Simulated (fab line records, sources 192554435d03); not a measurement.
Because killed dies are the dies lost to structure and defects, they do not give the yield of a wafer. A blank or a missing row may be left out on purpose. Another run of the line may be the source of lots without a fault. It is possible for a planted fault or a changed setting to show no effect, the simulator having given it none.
The tool behind it: which one? | flow n5 finfet | 24 lots with 72 wafers sampled at 4 steps, on a route of 1938 steps

WHAT EACH GAUGE READ, for each wafer
N5_MOL_CONTACT_COAG_INSPECT_97: inspects for defects (darkfield). Usual: raw defect count at 47, with a standard deviation of 18.
lot  | measured     | on                | raw defect count | flag
L074 | day 5 11:31  | defect inspect-02 | 45 74 48         |
L075 | day 5 14:56  | defect inspect-02 | 40 33 32         |
L076 | day 5 21:38  | defect inspect-02 | 43 66 80         |
L077 | day 6 01:40  | defect inspect-01 | 52 61 87         |
L078 | day 6 10:22  | defect inspect-02 | 50 55 62         |
L079 | day 6 16:02  | defect inspect-01 | 64 59 53         |
L080 | day 7 06:20  | defect inspect-02 | 71 45 61         |
L081 | day 7 06:23  | defect inspect-01 | 18 16 15         |
L082 | day 7 09:19  | defect inspect-01 | 54 45 32         |
L083 | day 7 14:37  | defect inspect-01 | 96 45 23         |
L084 | day 8 00:37  | defect inspect-02 | 49 48 94         |
L085 | day 8 06:49  | defect inspect-02 | 40 46 25         |
L086 | day 8 12:00  | defect inspect-02 | 23 48 31         |
L087 | day 8 19:16  | defect inspect-01 | 62 51 18         |
L088 | day 9 02:28  | defect inspect-01 | 66 46 41         |
L089 | day 9 06:44  | defect inspect-01 | 24 38 56         |
L090 | day 9 13:46  | defect inspect-01 | 61 38 29         |
L091 | day 9 19:31  | defect inspect-01 | 52 60 35         |
L092 | day 9 22:49  | defect inspect-01 | 24 31 29         |
L093 | day 10 05:14 | defect inspect-01 | 48 23 46         |
L094 | day 10 14:13 | defect inspect-01 | 52 28 45         |
L095 | day 10 17:13 | defect inspect-02 | 52 61 75         |
L096 | day 11 00:38 | defect inspect-02 | 52 68 36         |
L097 | day 11 04:35 | defect inspect-02 | 71 65 74         |

WHICH TOOL RAN EACH LOT (tool, then ch and the chambers of the sampled wafers, then the start)
lot  | N5_MOL_CONTACT_COAG_DESCUM_45      | N5_MOL_CONTACT_COAG_ETCH_48        | N5_MOL_CONTACT_COAG_CVD_140
L074 | rie diel-03 ch 0,1, day 5 06:20    | rie diel-03 ch 0,1, day 5 07:20    | cvd w-01 ch 0,1, day 5 07:47
L075 | rie diel-06 ch 0,1, day 5 09:58    | rie diel-02 ch 2,3, day 5 10:31    | cvd w-02 ch 0, day 5 11:02
L076 | rie diel-02 ch 2,3, day 5 16:41    | rie diel-02 ch 1,3, day 5 17:13    | cvd w-02 ch 0, day 5 17:43
L077 | rie diel-03 ch 0,1,2, day 5 20:40  | rie diel-03 ch 1,2,3, day 5 21:16  | cvd w-02 ch 0, day 5 21:46
L078 | rie diel-06 ch 1,2, day 6 05:44    | rie diel-06 ch 1,2,3, day 6 06:17  | cvd w-02 ch 0,1, day 6 06:41
L079 | rie diel-03 ch 0,1,2, day 6 11:23  | rie diel-06 ch 0,2, day 6 11:55    | cvd w-02 ch 0,1, day 6 12:25
L080 | rie diel-06 ch 0,1,2, day 6 21:13  | rie diel-06 ch 0,1,3, day 6 21:45  | cvd w-01 ch 0,1, day 6 22:10
L081 | rie diel-03 ch 0,2, day 6 21:16    | rie diel-02 ch 0,1,3, day 6 21:49  | cvd w-02 ch 0,1, day 6 22:19
L082 | rie diel-06 ch 2,3, day 7 03:47    | rie diel-06 ch 0,2, day 7 04:19    | cvd w-02 ch 1, day 7 04:44
L083 | rie diel-02 ch 1,2,3, day 7 09:58  | rie diel-06 ch 1,2,3, day 7 10:30  | cvd w-02 ch 0,1, day 7 10:55
L084 | rie diel-06 ch 1,3, day 7 19:59    | rie diel-06 ch 0,3, day 7 20:31    | cvd w-01 ch 0,1, day 7 20:56
L085 | rie diel-02 ch 0,1,3, day 8 01:51  | rie diel-06 ch 1,2,3, day 8 02:23  | cvd w-01 ch 1, day 8 02:59
L086 | rie diel-02 ch 0,1,3, day 8 06:50  | rie diel-02 ch 0,1,3, day 8 07:33  | cvd w-01 ch 1, day 8 08:05
L087 | rie diel-02 ch 0,2,3, day 8 14:23  | rie diel-03 ch 1,2,3, day 8 15:11  | cvd w-02 ch 0,1, day 8 15:37
L088 | rie diel-02 ch 1,2, day 8 21:45    | rie diel-02 ch 0,3, day 8 22:23    | cvd w-02 ch 0,1, day 8 22:49
L089 | rie diel-03 ch 1,2,3, day 9 01:55  | rie diel-06 ch 0,3, day 9 02:38    | cvd w-01 ch 0,1, day 9 03:03
L090 | rie diel-02 ch 1,3, day 9 09:07    | rie diel-02 ch 1,2, day 9 09:40    | cvd w-01 ch 0,1, day 9 10:05
L091 | rie diel-02 ch 0,1,2, day 9 14:36  | rie diel-02 ch 0,3, day 9 15:25    | cvd w-02 ch 1, day 9 15:49
L092 | rie diel-06 ch 1,2, day 9 17:50    | rie diel-02 ch 0,1,3, day 9 18:23  | cvd w-01 ch 0, day 9 18:58
L093 | rie diel-06 ch 1,2,3, day 10 00:28 | rie diel-03 ch 0,1,2, day 10 01:09 | cvd w-01 ch 0,1, day 10 01:34
L094 | rie diel-02 ch 0,1,2, day 10 09:33 | rie diel-06 ch 1,2, day 10 10:05   | cvd w-01 ch 0,1, day 10 10:35
L095 | rie diel-03 ch 1,2,3, day 10 10:17 | rie diel-02 ch 0,1,2, day 10 10:52 | cvd w-02 ch 0,1, day 10 11:26
L096 | rie diel-02 ch 0,1,3, day 10 19:56 | rie diel-03 ch 1,2, day 10 20:28   | cvd w-02 ch 0,1, day 10 20:53
L097 | rie diel-06 ch 0,1, day 10 23:43   | rie diel-06 ch 0,1,3, day 11 00:20 | cvd w-02 ch 0,1, day 11 00:58
- N5_MOL_CONTACT_COAG_DESCUM_45: chemistry O2, time 7 s.
- N5_MOL_CONTACT_COAG_ETCH_48: etches SiOC in C4F6/O2, target depth 15 nm, overetch 4.5 nm, time 17 s.
- N5_MOL_CONTACT_COAG_CVD_140: deposits W, target thk 66.5 nm, time 215 s.

WHAT THE TOOLS THEMSELVES READ (means of the sampled wafers that have a number; where no wafer has one, the mark that the record gives instead)
N5_MOL_CONTACT_COAG_DESCUM_45. Usual: drypump motor current A 5.6 A, standard deviation 0.4; oes product au 0.80 a.u., standard deviation 0.091; rf vpp V 243.3 V, standard deviation 1.2; showerhead plenum p Torr 2.10 Torr, standard deviation 0.061; throttle valve pct 20.44 %, standard deviation 0.24.
lot  | tool        | drypump motor current A (A) | oes product au (a.u.) | rf vpp V (V) | showerhead plenum p Torr (Torr) | throttle valve pct (%) | flag
L074 | rie diel-03 | 5.9                         | 0.72                  | 241.8        | 2.04                            | 20.72                  |
L075 | rie diel-06 | 5.5                         | 0.70                  | 243.5        | 2.14                            | 20.60                  |
L076 | rie diel-02 | 5.5                         | 0.91                  | 242.0        | 2.09                            | 20.49                  |
L077 | rie diel-03 | 5.7                         | 0.74                  | 244.1        | 2.07                            | 20.53                  |
L078 | rie diel-06 | 5.3                         | 0.78                  | 245.0        | 2.18                            | 20.46                  |
L079 | rie diel-03 | 5.7                         | 0.74                  | 243.1        | 2.07                            | 20.54                  |
L080 | rie diel-06 | 5.5                         | 0.78                  | 244.5        | 2.15                            | 20.33                  |
L081 | rie diel-03 | 5.4                         | 0.75                  | 242.5        | 2.04                            | 20.36                  |
L082 | rie diel-06 | 5.2                         | 0.94                  | 243.8        | 2.15                            | 20.10                  |
L083 | rie diel-02 | 5.7                         | 0.83                  | 243.3        | 2.09                            | 20.46                  |
L084 | rie diel-06 | 5.2                         | 0.78                  | 243.8        | 2.13                            | 20.68                  |
L085 | rie diel-02 | 5.5                         | 0.85                  | 242.6        | 2.09                            | 20.37                  |
L086 | rie diel-02 | 5.5                         | 0.85                  | 243.7        | 2.09                            | 20.38                  |
L087 | rie diel-02 | 5.4                         | 0.89                  | 243.0        | 2.08                            | 20.43                  |
L088 | rie diel-02 | 6.0                         | 0.80                  | 243.3        | 2.07                            | 20.48                  |
L089 | rie diel-03 | 6.0                         | 0.77                  | 243.2        | 2.12                            | 20.56                  |
L090 | rie diel-02 | 5.5                         | 0.79                  | 243.5        | 2.11                            | 20.45                  |
L091 | rie diel-02 | 5.7                         | 0.83                  | 243.0        | 2.06                            | 20.45                  |
L092 | rie diel-06 | 5.4                         | 0.82                  | 244.7        | 2.19                            | 20.21                  |
L093 | rie diel-06 | 5.2                         | 0.82                  | 243.1        | 2.14                            | 20.41                  |
L094 | rie diel-02 | 5.7                         | 0.83                  | 242.4        | 2.06                            | 20.46                  |
L095 | rie diel-03 | 6.0                         | 0.76                  | 243.7        | 2.12                            | 20.57                  |
L096 | rie diel-02 | 5.5                         | 0.80                  | 243.6        | 2.08                            | 20.42                  |
L097 | rie diel-06 | 5.5                         | 0.68                  | 244.0        | 2.13                            | 20.66                  |

N5_MOL_CONTACT_COAG_ETCH_48. Usual: C4F6_flow_sccm 10.00 sccm, standard deviation 0.034; drypump motor current A 5.5 A, standard deviation 0.42; oes_ar_750_au 0.82 a.u., standard deviation 0.091; oes product au 0.66 a.u., standard deviation 0.083; rf vpp V 1589 V, standard deviation 25; showerhead plenum p Torr 2.85 Torr, standard deviation 0.086; throttle valve pct 40.7 %, standard deviation 0.31.
lot  | tool        | C4F6_flow_sccm (sccm) | drypump motor current A (A) | oes_ar_750_au (a.u.) | oes product au (a.u.) | rf vpp V (V) | showerhead plenum p Torr (Torr) | throttle valve pct (%) | flag
L074 | rie diel-03 | 10.00                 | 5.7                         | 0.72                 | 0.59                  | 1607         | 2.74                            | 40.8                   |
L075 | rie diel-02 | 9.99                  | 5.3                         | 0.89                 | 0.80                  | 1599         | 2.87                            | 41.0                   |
L076 | rie diel-02 | 10.00                 | 5.4                         | 0.84                 | 0.67                  | 1592         | 2.88                            | 40.8                   |
L077 | rie diel-03 | 9.98                  | 6.0                         | 0.79                 | 0.64                  | 1600         | 2.90                            | 40.9                   |
L078 | rie diel-06 | 10.03                 | 5.2                         | 0.88                 | 0.74                  | 1581         | 2.91                            | 40.7                   |
L079 | rie diel-06 | 10.03                 | 5.5                         | 0.88                 | 0.69                  | 1606         | 2.95                            | 40.5                   |
L080 | rie diel-06 | 9.99                  | 5.4                         | 0.79                 | 0.68                  | 1576         | 2.85                            | 40.7                   |
L081 | rie diel-02 | 10.03                 | 5.5                         | 0.88                 | 0.73                  | 1592         | 2.85                            | 40.8                   |
L082 | rie diel-06 | 10.02                 | 5.7                         | 0.80                 | 0.63                  | 1601         | 2.89                            | 40.4                   |
L083 | rie diel-06 | 10.01                 | 5.2                         | 0.86                 | 0.69                  | 1582         | 2.91                            | 40.7                   |
L084 | rie diel-06 | 10.03                 | 5.5                         | 0.78                 | 0.60                  | 1583         | 2.80                            | 40.4                   |
L085 | rie diel-06 | 10.01                 | 5.2                         | 0.85                 | 0.75                  | 1582         | 2.91                            | 40.7                   |
L086 | rie diel-02 | 9.98                  | 5.5                         | 0.86                 | 0.68                  | 1592         | 2.84                            | 40.8                   |
L087 | rie diel-03 | 9.99                  | 6.0                         | 0.77                 | 0.63                  | 1599         | 2.88                            | 40.9                   |
L088 | rie diel-02 | 9.97                  | 5.2                         | 0.89                 | 0.68                  | 1607         | 2.83                            | 40.9                   |
L089 | rie diel-06 | 10.02                 | 5.2                         | 0.83                 | 0.69                  | 1568         | 2.78                            | 40.4                   |
L090 | rie diel-02 | 9.99                  | 6.0                         | 0.79                 | 0.63                  | 1569         | 2.81                            | 40.7                   |
L091 | rie diel-02 | 10.01                 | 5.1                         | 0.85                 | 0.66                  | 1606         | 2.85                            | 41.0                   |
L092 | rie diel-02 | 10.01                 | 5.5                         | 0.83                 | 0.66                  | 1591         | 2.84                            | 40.8                   |
L093 | rie diel-03 | 10.00                 | 5.7                         | 0.71                 | 0.57                  | 1620         | 2.82                            | 40.9                   |
L094 | rie diel-06 | 9.98                  | 5.4                         | 0.84                 | 0.67                  | 1600         | 2.99                            | 40.8                   |
L095 | rie diel-02 | 10.00                 | 5.7                         | 0.83                 | 0.65                  | 1583         | 2.80                            | 40.8                   |
L096 | rie diel-03 | 10.05                 | 6.0                         | 0.71                 | 0.56                  | 1616         | 2.86                            | 41.2                   |
L097 | rie diel-06 | 10.00                 | 5.4                         | 0.75                 | 0.58                  | 1576         | 2.83                            | 40.7                   |

N5_MOL_CONTACT_COAG_CVD_140. Usual: heater power w at 489 W, with a standard deviation of 58.
lot  | tool     | heater power w (W) | flag
L074 | cvd w-01 | 500                |
L075 | cvd w-02 | 444                |
L076 | cvd w-02 | 456                |
L077 | cvd w-02 | 455                |
L078 | cvd w-02 | 462                |
L079 | cvd w-02 | 466                |
L080 | cvd w-01 | 541                |
L081 | cvd w-02 | 460                |
L082 | cvd w-02 | 477                |
L083 | cvd w-02 | 464                |
L084 | cvd w-01 | 495                |
L085 | cvd w-01 | 588                |
L086 | cvd w-01 | 595                |
L087 | cvd w-02 | 455                |
L088 | cvd w-02 | 462                |
L089 | cvd w-01 | 550                |
L090 | cvd w-01 | 553                |
L091 | cvd w-02 | 471                |
L092 | cvd w-01 | 445                |
L093 | cvd w-01 | 548                |
L094 | cvd w-01 | 494                |
L095 | cvd w-02 | 470                |
L096 | cvd w-02 | 463                |
L097 | cvd w-02 | 464                |

THE ANSWER, worked out from the rows above alone
Rule: lot off if the mean of its wafers having a number is beyond 3 standard deviations from the usual mean. Also off: a lot with no number at a reading for which 4 or more lots have one. Any other lot the step has rows for is counted as sound. After the gauges, taken in route order, come the tools' own readings; for these a lot's mean is taken, as printed above. The first step at which some lot is off is used, and at that step the reading that is off furthest; a lot without a number counts as furthest.
Nothing can be told from this: no lot is off at any reading shown.

WHAT HAD BEEN PUT IN BY THE SIMULATOR
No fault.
